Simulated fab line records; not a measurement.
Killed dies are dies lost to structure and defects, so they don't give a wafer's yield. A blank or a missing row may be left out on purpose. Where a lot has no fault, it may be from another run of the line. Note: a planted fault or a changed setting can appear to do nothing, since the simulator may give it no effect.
Chamber matching + flow n5Finfet + N5_GATE_CUT_DESCUM_18 on rieDiel-04 has 4 sister chambers
The step chemistry O2, time 7 s. 14 wafers are shown with their chamber, then 7 later ones without.

## EACH WAFER AND ITS CHAMBER
| wafer  | chamber | drypumpMotorCurrentA (A) | showerheadPlenumPTorr (Torr) | oesProductAu (a.u.) |
|--------|---------|--------------------------|------------------------------|---------------------|
| L336.2 | 2       | 5.61                     | 1.97                         | 0.70                |
| L336.3 | 0       | 5.51                     | 1.99                         | 0.74                |
| L336.4 | 3       | 6.20                     | 2.09                         | 0.77                |
| L342.2 | 2       | 5.61                     | 1.97                         | 0.70                |
| L342.4 | 0       | 5.55                     | 1.99                         | 0.73                |
| L342.6 | 3       | 6.19                     | 2.08                         | 0.75                |
| L343.1 | 0       | 5.54                     | 1.99                         | 0.73                |
| L343.2 | 1       | 5.99                     | 2.04                         | 0.86                |
| L343.3 | 3       | 6.21                     | 2.08                         | 0.76                |
| L347.3 | 3       | 6.20                     | 2.08                         | 0.75                |
| L347.4 | 1       | 6.00                     | 2.04                         | 0.86                |
| L347.6 | 0       | 5.55                     | 1.99                         | 0.73                |
| L348.1 | 3       | 6.19                     | 2.08                         | 0.75                |
| L348.3 | 1       | 6.03                     | 2.03                         | 0.85                |

SIGNATURES (means of the wafers above)
| reading               | chamber 0 | chamber 1 | chamber 2 | chamber 3 | scatter within a chamber |
|-----------------------|-----------|-----------|-----------|-----------|--------------------------|
| drypumpMotorCurrentA  | 5.5375    | 6.0067    | 5.6100    | 6.1980    | 0.0149                   |
| showerheadPlenumPTorr | 1.9900    | 2.0367    | 1.9700    | 2.0820    | 0.00383                  |
| oesProductAu          | 0.7325    | 0.8567    | 0.7000    | 0.7560    | 0.00679                  |
Rule: a wafer's distance from a chamber is the root of the sum, over the readings, of the square of ((its reading less the chamber's mean) divided by the reading's scatter). If the next closest chamber is less than 2 further off than the closest, the wafer can't be placed; otherwise it belongs to the closest. How the scatter is found: for the shown wafers, subtract from each reading the mean of its chamber, square and add these, divide the total by (wafers less chambers), then take the root.

## WAFERS MISSING THEIR CHAMBER
| wafer  | drypumpMotorCurrentA (A) | showerheadPlenumPTorr (Torr) | oesProductAu (a.u.) |
|--------|--------------------------|------------------------------|---------------------|
| L348.4 | 6.01                     | 2.03                         | 0.85                |
| L349.2 | 6.19                     | 2.08                         | 0.74                |
| L349.5 | 6.19                     | 2.08                         | 0.76                |
| L349.6 | 5.49                     | 1.98                         | 0.73                |
| L354.1 | 5.57                     | 1.98                         | 0.72                |
| L354.2 | 5.99                     | 2.03                         | 0.84                |
| L354.3 | 5.61                     | 2.22                         | 0.91                |

## THE CHAMBER EACH PASSED THROUGH
| wafer  | from the rows above     | in truth                   |
|--------|-------------------------|----------------------------|
| L348.4 | 1                       | 1                          |
| L349.2 | 3                       | 3                          |
| L349.5 | 3                       | 3                          |
| L349.6 | 0                       | 0                          |
| L354.1 | can't be placed: 0 or 2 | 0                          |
| L354.2 | 1                       | 1                          |
| L354.3 | 1                       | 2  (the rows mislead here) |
5 of 7 placed correctly. Can't be placed from these rows: 1 (the true chamber is among the candidates in 1). Number placed wrongly: 1.
